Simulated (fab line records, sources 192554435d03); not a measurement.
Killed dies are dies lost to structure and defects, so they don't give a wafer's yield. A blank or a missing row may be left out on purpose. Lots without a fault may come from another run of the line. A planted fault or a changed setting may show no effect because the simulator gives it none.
fab line records | flow n5_finfet
record lots=5 wafers=15 last_day=18
route steps=1938 shown PMOS_HMC_CHANNEL_EPI@74 FIN_SAQP@90
lots that met no fault: from a run of the same line without faults
start_h: hours from the record's first day to the start of the lot's first wafer shown | wait_h: hours since the lot's step before | " the same as in the row above | L1.1+2: a row that stands for several wafers | - no value, or no start given | * or withheld: withheld | < > ~ a bound
route shown NAME@n: a module of which the file shows steps, and the number in the route of the first | usual: mean/standard deviation of fault-free wafers | same: alike in all rows | chamber/n: place in a boat | sites: the reading at each site | _std_site: their standard deviation | _edge_site: outer sites' mean less inner sites' | radius_mm: how far each site lies from the wafer's centre | mask NAME#n: copy n | behind: the tool/chamber that last shaped the wafer | hold: why the lot was held/for how many hours/how that ended | device: the transistor (n, p or np) that didn't switch | end of line: the same wafers' tests at the end of the route | a step without rows: its recipe alone | killed: dies lost to structure and defects at the first sort, not the wafer's yield | map: a wafer's dies, x killed, . not, _ none there
set.NAME: the setting as run; set.NAME@STEP: as run at that earlier step | model.NAME: the simulator's own value behind a step, which no gauge read
lots at some steps of the route; a table a step, a row a wafer
services: from which hour (start_h, from the record's first day; less than 0 if before it) a tool's chamber was out of use, for how many hours, and why
## steps
# step N5_PMOS_HMC_CHANNEL_EPI_FIN_RECESS_16
# recipe chemistry=HBr/Cl2 target=Si mask_material=SiO2 target_depth_a=540 time_s=18 pressure_mtorr=10 icp_w=800 bias_w=75 HBr_flow_sccm=150 Cl2_flow_sccm=80
# usual chamber_pressure_mTorr=10.001/0.0091 drypump_motor_current_A=5.7/0.43 oes_product_au=0.994/0.014 throttle_valve_pct=35.62/0.28
# columns lot.wafer tool chamber start_h wait_h chamber_pressure_mTorr drypump_motor_current_A oes_product_au rf_hours_counter_h throttle_valve_pct
L082.2 rie_si-02 1 66.42 0.0 10.008 5.8 0.991 93 35.99
L082.5 " 2 " " 10.018 5.2 1.011 - 35.86
L082.6 " 1 " " 10.019 5.8 0.993 - 35.99
L083.1 rie_si-04 3 71.94 0.0 10.005 5.1 1.008 164 35.14
L083.2 " 0 " " 9.997 5.9 0.996 6 35.48
L083.4 " 2 " " 10.009 6.2 0.999 158 35.74
L084.1 rie_si-04 0 78.17 0.0 10.008 5.9 0.976 6 35.51
L084.4 " 3 " " 9.996 5.1 1.008 164 35.14
L084.6 " 0 " " 9.996 5.9 0.992 - 35.50
L086.2 rie_si-05 0 89.76 0.0 10.003 6.4 0.986 76 35.27
L086.3 " 2 " " 9.996 5.6 0.995 183 35.60
L086.4 " 1 " " 10.002 6.4 0.965 - 35.68
L096.3 rie_si-05 2 150.32 0.0 9.992 5.6 0.988 184 35.62
L096.5 " 1 " " 10.008 6.4 0.966 - 35.67
L096.6 " 0 " " 10.006 6.4 0.982 - 35.28
# step N5_PMOS_HMC_CHANNEL_EPI_PRECLEAN_36
# recipe chemistry=O3/DIW time_s=45 temp_c=22 o3_ppm=10
# columns lot.wafer tool chamber start_h wait_h
L082.2+5+6 wet_bench-03 5,0,1 66.52 0.1
L083.1+2+4 wet_bench-03 7,2,0 72.03 0.1
L084.1+4+6 wet_bench-06 0,7,2 78.27 0.1
L086.2+3+4 wet_bench-06 7,5,2 89.85 0.1
L096.3+5+6 wet_bench-06 3,2,5 150.42 0.1
# step N5_PMOS_HMC_CHANNEL_EPI_PRECLEAN_18
# recipe chemistry=DHF time_s=30 temp_c=25 dilution=withheld
# columns lot.wafer tool chamber start_h wait_h
L082.2+5+6 wet_bench-03 5,0,1 66.53 0.0
L083.1+2+4 wet_bench-03 7,2,0 72.05 0.0
L084.1+4+6 wet_bench-06 0,7,2 78.29 0.0
L086.2+3+4 wet_bench-06 7,5,2 89.87 0.0
L096.3+5+6 wet_bench-06 3,2,5 150.43 0.0
# step N5_PMOS_HMC_CHANNEL_EPI_SRD_19
# recipe dry=ipa_marangoni do_ppb=5 time_s=30 temp_c=23 rinse_liquid=diw
# columns lot.wafer tool chamber start_h wait_h
L082.2+5+6 wet_bench-03 5,0,1 66.54 0.0
L083.1+2+4 wet_bench-03 7,2,0 72.06 0.0
L084.1+4+6 wet_bench-06 0,7,2 78.30 0.0
L086.2+3+4 wet_bench-06 7,5,2 89.88 0.0
L096.3+5+6 wet_bench-06 3,2,5 150.44 0.0
# step N5_PMOS_HMC_CHANNEL_EPI_EPI_20
# recipe material=SiGe30 mask_material=SiO2 pressure_torr=20 target_thk_a=590 temp_c=600
# usual susceptor_temp_C=600.01/0.3
# columns lot.wafer tool chamber start_h wait_h susceptor_temp_C
L082.2 epi_rpcvd-01 0 66.95 0.4 599.75
L082.5 " 0 68.01 1.5 599.28
L082.6 " 0 " " 599.86
L083.1 epi_rpcvd-02 0 72.11 0.0 599.86
L083.2 " 0 " " 599.77
L083.4 " 0 " " 600.08
L084.1 epi_rpcvd-03 0 78.35 0.0 600.09
L084.4 " 0 " " 599.65
L084.6 " 0 " " 600.22
L086.2 epi_rpcvd-01 0 90.40 0.5 600.19
L086.3 " 0 " " 599.69
L086.4 " 0 " " 600.05
L096.3 epi_rpcvd-01 0 150.89 0.4 599.96
L096.5 " 0 " " 600.10
L096.6 " 0 " " 600.05
# step N5_PMOS_HMC_CHANNEL_EPI_HM_STRIP_35
# recipe chemistry=dHF temp_c=25 material=SiO2 target=SiO2 target_depth_a=396 time_s=216
# columns lot.wafer tool chamber start_h wait_h
L082.2+5+6 wet_bench-05 4,0,7 68.76 1.5
L083.1+2+4 wet_bench-05 2,0,7 73.74 1.4
L084.1+4+6 wet_bench-05 7,1,4 79.58 1.0
L086.2+3+4 wet_bench-05 2,1,6 92.80 1.9
L096.3+5+6 wet_bench-06 7,6,3 151.73 0.6
# step N5_PMOS_HMC_CHANNEL_EPI_SRD_39
# recipe dry=ipa_marangoni time_s=30 temp_c=23 rinse_liquid=diw
# columns lot.wafer tool chamber start_h wait_h
L082.2+5+6 wet_bench-05 4,0,7 68.89 0.0
L083.1+2+4 wet_bench-05 2,0,7 73.87 0.0
L084.1+4+6 wet_bench-05 7,1,4 79.71 0.0
L086.2+3+4 wet_bench-05 2,1,6 92.93 0.0
L096.3+5+6 wet_bench-06 7,6,3 151.79 0.0
# step N5_PMOS_HMC_CHANNEL_EPI_CMP_21
# recipe material=SiGe30 post_cmp_clean=alkaline_brush target_thk_nm=54
# usual motor_current_A=12.0/1.3 slurry_filter_dp_kPa=13.50/0.14
# columns lot.wafer tool chamber start_h wait_h motor_current_A slurry_filter_dp_kPa
L082.2 cmp-03 1 68.99 0.1 12.7 13.48
L082.6 " 0 " " 11.8 13.58
L082.5 " 1 " " 12.3 13.35
L083.1 cmp-04 1 73.92 0.0 11.3 13.45
L083.4 " 3 " " 13.3 13.51
L083.2 " 0 " " 12.9 13.84
L084.4 cmp-04 1 79.84 0.1 11.8 13.41
L084.1 " 2 " " 10.6 13.36
L084.6 " 0 " " 12.9 13.72
L086.4 cmp-01 1 92.99 0.0 9.5 13.57
L086.3 " 2 " " 13.9 13.32
L086.2 " 0 " " 10.8 13.46
L096.3 cmp-01 1 151.83 0.0 8.9 13.48
L096.5 " 1 " " 10.2 13.42
L096.6 " 2 " " 12.9 13.24
# step N5_PMOS_HMC_CHANNEL_EPI_THK_MEAS_22
# recipe reads=SiGe30_of_PMOS_HMC_CHANNEL_EPI_EPI_20
# usual HMC_CMP_THK=53.8/0.93
# columns lot.wafer tool chamber start_h wait_h HMC_CMP_THK[nm]
L082.2 film_metro-02 - 69.25 - 53.5
L082.5 " - " " 55.3
L082.6 " - " " 53.2
L083.1 film_metro-01 - 74.22 - 55.1
L083.2 " - " " 54.2
L083.4 " - " " 54.5
L084.1 film_metro-02 - 80.06 - 53.1
L084.4 " - " " 54.3
L084.6 " - " " 53.6
L086.2 film_metro-02 - 93.28 - 55.0
L086.3 " - " " 53.6
L086.4 " - " " 53.8
L096.3 film_metro-01 - 152.12 - 53.1
L096.5 " - " " 53.6
L096.6 " - " " 54.6
# step N5_PMOS_HMC_CHANNEL_EPI_PRECLEAN_40
# recipe chemistry=DHF time_s=30 temp_c=25 dilution=withheld
# columns lot.wafer tool chamber start_h wait_h
L082.2+5+6 wet_bench-06 0,6,7 69.27 0.0
L083.1+2+4 wet_bench-06 4,1,5 74.24 0.0
L084.1+4+6 wet_bench-05 3,5,4 80.09 0.0
L086.2+3+4 wet_bench-06 2,3,1 93.31 0.0
L096.3+5+6 wet_bench-05 5,2,0 152.15 0.0
# step N5_PMOS_HMC_CHANNEL_EPI_PRECLEAN_37
# recipe chemistry=O3/DIW time_s=45 temp_c=22 o3_ppm=10
# columns lot.wafer tool chamber start_h wait_h
L082.2+5+6 wet_bench-06 0,6,7 69.29 0.0
L083.1+2+4 wet_bench-06 4,1,5 74.25 0.0
L084.1+4+6 wet_bench-05 3,5,4 80.11 0.0
L086.2+3+4 wet_bench-06 2,3,1 93.32 0.0
L096.3+5+6 wet_bench-05 5,2,0 152.16 0.0
# step N5_PMOS_HMC_CHANNEL_EPI_PRECLEAN_24
# recipe chemistry=DHF time_s=30 temp_c=25 dilution=withheld
# columns lot.wafer tool chamber start_h wait_h
L082.2+5+6 wet_bench-06 0,6,7 69.30 0.0
L083.1+2+4 wet_bench-06 4,1,5 74.27 0.0
L084.1+4+6 wet_bench-05 3,5,4 80.14 0.0
L086.2+3+4 wet_bench-06 2,3,1 93.33 0.0
L096.3+5+6 wet_bench-05 5,2,0 152.17 0.0
# step N5_PMOS_HMC_CHANNEL_EPI_SRD_25
# recipe dry=ipa_marangoni do_ppb=5 time_s=30 temp_c=23 rinse_liquid=diw
# columns lot.wafer tool chamber start_h wait_h
L082.2+5+6 wet_bench-06 0,6,7 69.31 0.0
L083.1+2+4 wet_bench-06 4,1,5 74.28 0.0
L084.1+4+6 wet_bench-05 3,5,4 80.15 0.0
L086.2+3+4 wet_bench-06 2,3,1 93.34 0.0
L096.3+5+6 wet_bench-05 5,2,0 152.18 0.0
# step N5_PMOS_HMC_CHANNEL_EPI_EPI_26
# recipe material=Si target_thk_a=38 temp_c=650 precursor=SiH4/H2 pressure_torr=20 time_s=22.7
# usual susceptor_temp_C=650.00/0.29 throttle_valve_pct=11.9/0.3
# columns lot.wafer tool chamber start_h wait_h susceptor_temp_C throttle_valve_pct
L082.2 epi_rpcvd-02 0 69.42 0.1 649.70 12.0
L082.5 " 0 " " 649.66 12.1
L082.6 " 0 " " 650.04 12.2
L083.1 epi_rpcvd-03 0 74.32 0.0 649.75 11.7
L083.2 " 0 " " 649.37 12.1
L083.4 " 0 " " 649.39 12.2
L084.1 epi_rpcvd-02 0 80.22 0.0 649.60 11.9
L084.4 " 0 " " 650.00 12.1
L084.6 " 0 " " 649.92 11.9
L086.2 epi_rpcvd-03 0 93.44 0.1 650.31 12.1
L086.3 " 0 " " 650.87 12.0
L086.4 " 0 " " 650.06 12.1
L096.3 epi_rpcvd-02 0 152.33 0.1 649.79 11.9
L096.5 " 0 " " 649.76 12.0
L096.6 " 0 " " 649.89 11.9
# step N5_PMOS_HMC_CHANNEL_EPI_INSPECT_30
# recipe inspect_instrument=darkfield mode=post_epi
# usual raw_defect_count=18/5.9
# columns lot.wafer tool chamber start_h wait_h raw_defect_count
L082.2 defect_inspect-02 - 69.83 0.0 18
L082.5 " - " " 21
L082.6 " - " " 23
L083.1 defect_inspect-02 - 74.69 0.0 14
L083.2 " - " " 25
L083.4 " - " " 17
L084.1 defect_inspect-02 - 80.69 0.0 20
L084.4 " - " " 10
L084.6 " - " " 7
L086.2 defect_inspect-01 - 93.76 0.0 22
L086.3 " - " " 15
L086.4 " - " " 13
L096.3 defect_inspect-01 - 152.60 0.0 16
L096.5 " - " " 22
L096.6 " - " " 21
# step N5_FIN_SAQP_PRECLEAN_42
# recipe chemistry=O3/DIW time_s=60 temp_c=22 o3_ppm=10
# columns lot.wafer tool chamber start_h wait_h
L082.2+5+6 wet_bench-02 6,7,0 69.85 0.0
L083.1+2+4 wet_bench-02 2,0,3 74.72 0.0
L084.1+4+6 wet_bench-04 6,5,7 80.72 0.0
L086.2+3+4 wet_bench-01 2,1,7 93.79 0.0
L096.3+5+6 wet_bench-01 7,4,1 152.63 0.0
# step N5_FIN_SAQP_PRECLEAN_00
# recipe chemistry=SC1 time_s=60 temp_c=55 mix=1:2:50
# columns lot.wafer tool chamber start_h wait_h
L082.2+5+6 wet_bench-02 6,7,0 69.87 0.0
L083.1+2+4 wet_bench-02 2,0,3 74.74 0.0
L084.1+4+6 wet_bench-04 6,5,7 80.74 0.0
L086.2+3+4 wet_bench-01 2,1,7 93.81 0.0
L096.3+5+6 wet_bench-01 7,4,1 152.65 0.0
# step N5_FIN_SAQP_PRECLEAN_44
# recipe chemistry=SC2 time_s=45 temp_c=35 mix=1:1:50
# columns lot.wafer tool chamber start_h wait_h
L082.2+5+6 wet_bench-02 6,7,0 69.89 0.0
L083.1+2+4 wet_bench-02 2,0,3 74.76 0.0
L084.1+4+6 wet_bench-04 6,5,7 80.75 0.0
L086.2+3+4 wet_bench-01 2,1,7 93.82 0.0
L096.3+5+6 wet_bench-01 7,4,1 152.67 0.0
# step N5_FIN_SAQP_SRD_01
# recipe dry=ipa_marangoni time_s=30 temp_c=23 rinse_liquid=diw
# columns lot.wafer tool chamber start_h wait_h
L082.2+5+6 wet_bench-02 6,7,0 69.90 0.0
L083.1+2+4 wet_bench-02 2,0,3 74.77 0.0
L084.1+4+6 wet_bench-04 6,5,7 80.77 0.0
L086.2+3+4 wet_bench-01 2,1,7 93.84 0.0
L096.3+5+6 wet_bench-01 7,4,1 152.68 0.0
# step N5_FIN_SAQP_ALD_61
# recipe material=SiO2 target_thk_a=40 temp_c=300 ald_precursor_family=BDEAS ald_co_reactant=O2-plasma pulse_time_s=1 purge_time_s=2 co_reactant_purge_time_s=2 ald_cycles=43 pressure_torr=2
# usual heater_power_w=468/40 precursor_pulse_height_rel=0.998/0.02 susceptor_temp_C=300.02/0.19
# columns lot.wafer tool chamber start_h wait_h heater_power_w precursor_pulse_height_rel susceptor_temp_C
L082.2 ald_sin-01 3 70.18 0.3 482 0.997 300.08
L082.5 " 2 " " 494 1.006 300.06
L082.6 " 1 " " 442 0.992 300.31
L083.1 ald_sin-01 3 74.82 0.0 479 1.013 299.90
L083.2 " 1 " " 446 1.001 299.82
L083.4 " 2 " " 494 0.950 300.16
L084.1 ald_sin-03 2 80.81 0.0 463 1.035 299.73
L084.4 " 3 " " 419 0.996 299.84
L084.6 " 2 " " 471 0.940 299.80
L086.2 ald_sin-03 2 94.62 0.8 465 0.985 300.00
L086.3 " 0 " " 416 0.987 300.04
L086.4 " 3 " " 405 1.015 299.69
L096.3 ald_sin-01 1 152.73 0.0 454 1.023 300.38
L096.5 " 3 " " 492 1.003 300.35
L096.6 " 2 " " 502 0.986 299.93
# step N5_FIN_SAQP_DENSIFY_62
# recipe temp_c=700 time_s=60 ambient=N2 idle_temp_c=600 ramp_up_c_per_s=150 ramp_down_c_per_s=60 cool_to_c=600
# usual lamp_power_pct=9.84/0.05 lamp_zone_1_pct=9.848/0.01 wafer_temp_C_max=703.2/0.64
# columns lot.wafer tool chamber start_h wait_h lamp_power_pct lamp_zone_1_pct wafer_temp_C_max
L082.2 rtp_anneal-02 0 70.41 0.1 9.78 9.865 702.4
L082.5 " 0 " " 9.84 9.836 702.8
L082.6 " 0 " " 9.80 9.842 702.9
L083.1 rtp_anneal-01 0 75.02 0.1 9.85 9.848 703.0
L083.2 " 0 " " 9.83 9.834 703.0
L083.4 " 0 " " 9.89 9.857 703.4
L084.1 rtp_anneal-01 0 81.01 0.1 9.89 9.838 703.4
L084.4 " 0 " " 9.72 9.836 703.3
L084.6 " 0 " " 9.79 9.844 703.0
L086.2 rtp_anneal-01 0 94.85 0.1 9.90 9.850 704.7
L086.3 " 0 " " 9.83 9.851 704.1
L086.4 " 0 " " 9.84 9.834 703.9
L096.3 rtp_anneal-02 0 153.15 0.3 9.83 9.834 703.3
L096.5 " 0 " " 9.77 9.870 703.6
L096.6 " 0 " " 9.85 9.859 702.8
# step N5_FIN_SAQP_HM_DEP_03
# recipe material=SiNx target_thk_a=380 temp_c=400 precursor=SiH4/NH3/N2 pressure_torr=1.5 rf_w=300 time_s=33.6
# usual heater_power_w=831/120 showerhead_plenum_p_Torr=5.14/0.087 susceptor_temp_C=400.01/0.23 throttle_valve_pct=40.3/2.9
# columns lot.wafer tool chamber start_h wait_h heater_power_w showerhead_plenum_p_Torr susceptor_temp_C throttle_valve_pct
L082.2 pecvd-03 0 70.60 0.2 928 5.23 399.82 42.5
L082.5 " 1 " " 924 4.99 400.00 41.8
L082.6 " 2 " " 676 5.19 399.99 37.1
L083.1 pecvd-03 0 75.23 0.2 971 5.23 399.89 42.7
L083.2 " 1 " " 801 4.99 399.73 41.8
L083.4 " 2 " " 704 5.19 399.85 37.2
L084.1 pecvd-03 1 81.24 0.2 970 4.99 400.07 41.9
L084.4 " 0 " " 914 5.22 399.84 43.1
L084.6 " 1 " " 971 4.99 400.25 41.7
L086.2 pecvd-01 0 95.03 0.2 1043 5.13 400.17 48.1
L086.3 " 1 " " 804 5.21 400.17 39.0
L086.4 " 1 " " 832 5.20 399.92 38.9
L096.3 pecvd-04 2 153.31 0.1 642 5.05 400.55 36.8
L096.5 " 2 " " 650 5.06 399.91 36.9
L096.6 " 0 " " 833 5.23 399.73 39.2
# step N5_FIN_SAQP_THK_MEAS_05
# usual thk_nm=37.9/0.5
# columns lot.wafer tool chamber start_h wait_h thk_nm
L082.2 film_metro-01 - 70.69 0.1 37.9
L082.5 " - " " 37.8
L082.6 " - " " 37.5
L083.1 film_metro-02 - 75.32 0.1 37.5
L083.2 " - " " 37.6
L083.4 " - " " 37.8
L084.1 film_metro-02 - 81.33 0.1 38.0
L084.4 " - " " 38.4
L084.6 " - " " 38.3
L086.2 film_metro-01 - 95.12 0.1 37.7
L086.3 " - " " 37.5
L086.4 " - " " 39.0
L096.3 film_metro-01 - 153.39 0.1 37.6
L096.5 " - " " 38.0
L096.6 " - " " 37.5
# step N5_FIN_SAQP_PECVD_47
# recipe material=a-Si target_thk_a=450 temp_c=400 precursor=SiH4/He pressure_torr=3 rf_w=100 time_s=36.3
# usual heater_power_w=918/140 showerhead_plenum_p_Torr=5.67/0.057 susceptor_temp_C=400.03/0.23 throttle_valve_pct=18.6/1.6
# columns lot.wafer tool chamber start_h wait_h heater_power_w showerhead_plenum_p_Torr susceptor_temp_C throttle_valve_pct
L082.2 pecvd-01 2 70.72 0.0 804 5.66 399.84 17.7
L082.5 " 1 " " 897 5.70 400.11 17.8
L082.6 " 2 " " 789 5.66 399.85 18.0
L083.1 pecvd-04 2 75.36 0.0 871 5.60 400.08 16.4
L083.2 " 1 " " 974 5.64 400.04 18.0
L083.4 " 2 " " 858 5.61 400.10 16.8
L084.1 pecvd-03 0 81.37 0.0 943 5.72 399.91 19.4
L084.4 " 2 " " 723 5.70 400.54 17.1
L084.6 " 0 " " 948 5.73 400.01 19.3
L086.2 pecvd-03 2 95.16 0.0 716 5.70 399.93 16.9
L086.3 " 0 " " 944 5.72 400.24 19.1
L086.4 " 0 " " 943 5.72 400.11 19.5
L096.3 pecvd-03 0 153.43 0.0 1050 5.73 399.80 19.2
L096.5 " 1 " " 875 5.56 400.06 19.0
L096.6 " 2 " " 690 5.71 400.39 17.2
# step N5_FIN_SAQP_PECVD_48
# recipe material=SiNx target_thk_a=250 temp_c=400 precursor=SiH4/NH3/N2 pressure_torr=1.5 rf_w=300 time_s=22.1
# usual heater_power_w=858/140 showerhead_plenum_p_Torr=5.14/0.077 susceptor_temp_C=400.02/0.21 throttle_valve_pct=41/3.5
# columns lot.wafer tool chamber start_h wait_h heater_power_w showerhead_plenum_p_Torr susceptor_temp_C throttle_valve_pct
L082.2 pecvd-01 2 70.76 0.0 764 5.13 400.07 39
L082.5 " 1 " " 856 5.19 399.90 39
L082.6 " 2 " " 753 5.13 400.17 39
L083.1 pecvd-04 2 75.40 0.0 730 5.07 399.98 37
L083.2 " 1 " " 907 5.11 400.14 40
L083.4 " 2 " " 744 5.05 400.06 37
L084.1 pecvd-03 0 81.41 0.0 917 5.22 400.20 43
L084.4 " 2 " " 672 5.18 399.68 37
L084.6 " 0 " " 965 5.24 400.57 43
L086.2 pecvd-03 2 95.20 0.0 699 5.17 400.03 37
L086.3 " 0 " " 989 5.22 400.22 43
L086.4 " 0 " " 963 5.22 400.03 43
L096.3 pecvd-03 0 153.47 0.0 877 5.22 399.90 43
L096.5 " 1 " " 929 4.98 400.08 42
L096.6 " 2 " " 736 5.18 399.90 37
# step N5_FIN_SAQP_PECVD_06
# recipe material=a-Si target_thk_a=600 temp_c=400 precursor=SiH4/He pressure_torr=3 rf_w=100 time_s=48.1
# usual heater_power_w=925/120 showerhead_plenum_p_Torr=5.67/0.057 susceptor_temp_C=400.03/0.23 throttle_valve_pct=18.7/1.6
# columns lot.wafer tool chamber start_h wait_h heater_power_w showerhead_plenum_p_Torr susceptor_temp_C throttle_valve_pct
L082.2 pecvd-01 2 70.80 0.0 817 5.65 400.45 17.9
L082.5 " 1 " " 852 5.71 399.66 17.9
L082.6 " 2 " " 845 5.66 400.48 18.0
L083.1 pecvd-04 2 75.44 0.0 811 5.60 399.61 16.7
L083.2 " 1 " " 902 5.65 399.84 18.2
L083.4 " 2 " " 829 5.60 399.85 16.9
L084.1 pecvd-03 0 81.45 0.0 1001 5.73 400.11 19.5
L084.4 " 2 " " 804 5.70 400.02 17.0
L084.6 " 0 " " 1021 5.73 399.98 19.6
L086.2 pecvd-03 2 95.24 0.0 798 5.71 400.19 17.1
L086.3 " 0 " " 964 5.73 400.07 19.4
L086.4 " 0 " " 966 5.73 400.40 19.5
L096.3 pecvd-03 0 153.51 0.0 998 5.71 399.84 19.1
L096.5 " 1 " " 1016 5.57 400.42 19.1
L096.6 " 2 " " 758 5.68 399.74 16.8
# step N5_FIN_SAQP_THK_MEAS_07
# usual thk_nm=60.1/1
# columns lot.wafer tool chamber start_h wait_h thk_nm
L082.2 film_metro-02 - 70.89 0.1 59.3
L082.5 " - " " 60.2
L082.6 " - " " 60.0
L083.1 film_metro-02 - 75.53 0.1 59.7
L083.2 " - " " 59.5
L083.4 " - " " 59.8
L084.1 film_metro-02 - 81.54 0.1 60.0
L084.4 " - " " 59.6
L084.6 " - " " 59.6
L086.2 film_metro-01 - 95.33 0.1 58.7
L086.3 " - " " 60.8
L086.4 " - " " 60.8
L096.3 film_metro-02 - 153.60 0.1 59.5
L096.5 " - " " 60.5
L096.6 " - " " 60.5
# step N5_FIN_SAQP_HM_DEP_72
# recipe material=SiO2 target_thk_a=120 temp_c=400 precursor=SiH4/N2O pressure_torr=0.75 rf_w=275 time_s=7.2
# usual heater_power_w=842/110 showerhead_plenum_p_Torr=8.14/0.16 susceptor_temp_C=399.98/0.24
# columns lot.wafer tool chamber start_h wait_h heater_power_w showerhead_plenum_p_Torr susceptor_temp_C
L082.2 pecvd-03 0 70.93 0.0 949 8.31 399.97
L082.5 " 2 " " 751 8.23 400.15
L082.6 " 1 " " 829 7.83 400.18
L083.1 pecvd-03 0 75.57 0.0 946 8.32 400.06
L083.2 " 2 " " 683 8.24 399.56
L083.4 " 2 " " 662 8.24 399.83
L084.1 pecvd-03 1 81.57 0.0 907 7.84 400.13
L084.4 " 1 " " 902 7.85 399.73
L084.6 " 0 " " 842 8.30 400.20
L086.2 pecvd-03 0 95.37 0.0 885 8.32 400.19
L086.3 " 1 " " 946 7.83 399.85
L086.4 " 1 " " 943 7.82 400.36
L096.3 pecvd-04 0 153.64 0.0 824 8.32 400.22
L096.5 " 1 " " 862 8.08 399.54
L096.6 " 0 " " 828 8.32 400.21
# step N5_FIN_SAQP_COAT_49
# recipe resist=SOC temp_c=250 time_s=60 spin_rpm=1500 resist_thk_nm=100
# usual heater_power_total_W=500.5/1.8
# columns lot.wafer tool chamber start_h wait_h heater_power_total_W
L082.2 litho_track-02 0 71.01 0.1 503.1
L082.5 " 0 " " 502.2
L082.6 " 0 " " 499.0
L083.1 litho_track-01 0 75.64 0.1 500.0
L083.2 " 0 " " 502.2
L083.4 " 0 " " 501.1
L084.1 litho_track-01 0 81.65 0.1 500.4
L084.4 " 0 " " 498.3
L084.6 " 0 " " 500.8
L086.2 litho_track-01 0 95.44 0.1 500.3
L086.3 " 0 " " 502.6
L086.4 " 0 " " 502.8
L096.3 litho_track-01 0 153.71 0.1 500.4
L096.5 " 0 " " 498.1
L096.6 " 0 " " 500.6
# step N5_FIN_SAQP_COAT_50
# recipe resist=SiARC temp_c=220 time_s=60 spin_rpm=1500 resist_thk_nm=35
# usual heater_power_total_W=427.4/2.3
# columns lot.wafer tool chamber start_h wait_h heater_power_total_W
L082.2 litho_track-02 0 - - 424.6
L082.5 " 0 " " 429.8
L082.6 " 0 " " 430.3
L083.1 litho_track-01 0 - - 429.8
L083.2 " 0 " " 424.9
L083.4 " 0 " " 424.6
L084.1 litho_track-01 0 - - 426.3
L084.4 " 0 " " 429.3
L084.6 " 0 " " 424.7
L086.2 litho_track-01 0 - - 426.4
L086.3 " 0 " " 430.6
L086.4 " 0 " " 426.5
L096.3 litho_track-01 0 - - 429.4
L096.5 " 0 " " 430.7
L096.6 " 0 " " 430.7
# step N5_FIN_SAQP_COAT_10
# recipe resist=CAR-ArF spin_rpm=1500 resist_thk_nm=90
# columns lot.wafer tool chamber start_h wait_h
L082.2+5+6 litho_track-02 0 - -
L083.1+2+4 litho_track-01 0 - -
L084.1+4+6 litho_track-01 0 - -
L086.2+3+4 litho_track-01 0 - -
L096.3+5+6 litho_track-01 0 - -
## services
# columns tool chamber start_h hours kind
cmp-03 - 45.68 0.3 repair
rie_si-05 1 52.46 7.0 repair
cmp-01 - 53.48 4.0 repair
cmp-03 - 56.42 6.1 repair
cmp-03 - 63.16 0.2 repair
wet_bench-01 - 64.20 2.6 repair
rie_si-04 - 68.62 2.7 repair
cmp-01 - 70.71 9.5 pm
epi_rpcvd-01 - 77.54 2.8 pm
cmp-01 - 82.93 0.8 repair
rie_si-05 3 85.47 14.4 repair
rtp_anneal-01 - 105.79 69.1 pm
ald_sin-03 2 108.13 17.3 repair
rie_si-04 0 115.10 8.9 repair
epi_rpcvd-01 - 116.91 0.8 pm
rie_si-02 3 117.12 13.7 repair
ald_sin-03 1 117.65 21.3 repair
epi_rpcvd-03 - 118.47 0.5 repair
rie_si-04 1 121.01 2.2 repair
cmp-03 - 127.78 4.0 pm
pecvd-03 1 132.31 3.7 repair
epi_rpcvd-03 - 141.24 28.1 pm
rie_si-05 2 142.14 3.9 repair
pecvd-01 - 145.35 0.5 repair
## key
fault none
